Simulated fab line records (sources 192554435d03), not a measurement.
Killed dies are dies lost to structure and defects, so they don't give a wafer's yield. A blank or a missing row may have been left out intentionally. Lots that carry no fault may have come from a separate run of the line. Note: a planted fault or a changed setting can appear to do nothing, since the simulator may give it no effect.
Chamber matching | flow n5_finfet | rie_diel-02 running N5_BEOL_M11_ETCH_61: 4 sister chambers
The step etches SiARC in CF4, target depth 39 nm, time 65 s. 8 wafers are shown with their chamber, then 8 later ones without.

## WAFERS PAIRED WITH THEIR CHAMBERS
wafer  | chamber | showerhead_plenum_p_Torr (Torr) | etch_rf_on_time_s (s)
L076.6 | 3       | 2.20                            | 66.1
L086.4 | 2       | 2.28                            | 67.8
L088.2 | 1       | 2.16                            | 65.3
L088.6 | 3       | 2.19                            | 63.2
L090.2 | 0       | 2.19                            | 65.0
L090.3 | 2       | 2.28                            | 68.2
L090.5 | 0       | 2.19                            | 65.2
L091.3 | 1       | 2.16                            | 66.4

## WAFERS MISSING THEIR CHAMBER
wafer  | showerhead_plenum_p_Torr (Torr) | etch_rf_on_time_s (s)
L091.4 | 2.19                            | 65.0
L091.6 | 2.28                            | 68.8
L094.2 | 2.27                            | 67.6
L094.4 | 2.16                            | 65.6
L094.5 | 2.19                            | 63.8
L096.3 | 2.16                            | 64.6
L096.5 | 2.27                            | 66.8
L096.6 | 2.16                            | 64.7

## WHICH CHAMBER EACH WENT THROUGH
wafer  | from the rows above     | in truth
L091.4 | can't be placed: 0 or 3 | 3
L091.6 | 2                       | 2
L094.2 | 2                       | 2
L094.4 | 1                       | 1
L094.5 | can't be placed: 0 or 3 | 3
L096.3 | 1                       | 1
L096.5 | 2                       | 2
L096.6 | 1                       | 1
Placed correctly: 6 of 8. From these rows, 2 cannot be placed; in 2 the true chamber is one of the candidates. 0 placed wrongly.
How it was worked out, from the rows above alone: a wafer's distance from a chamber is the root of the sum, over the readings, of the square of ((its reading less the chamber's mean) divided by the reading's scatter). If the next closest chamber is less than 2 further off than the closest, the wafer can't be placed; otherwise it belongs to the closest. The mean given for a chamber averages the wafers shown for that chamber. The scatter: take each reading less its chamber's mean, square it, sum over the shown wafers, divide by the number of wafers less the number of chambers, and take the root.
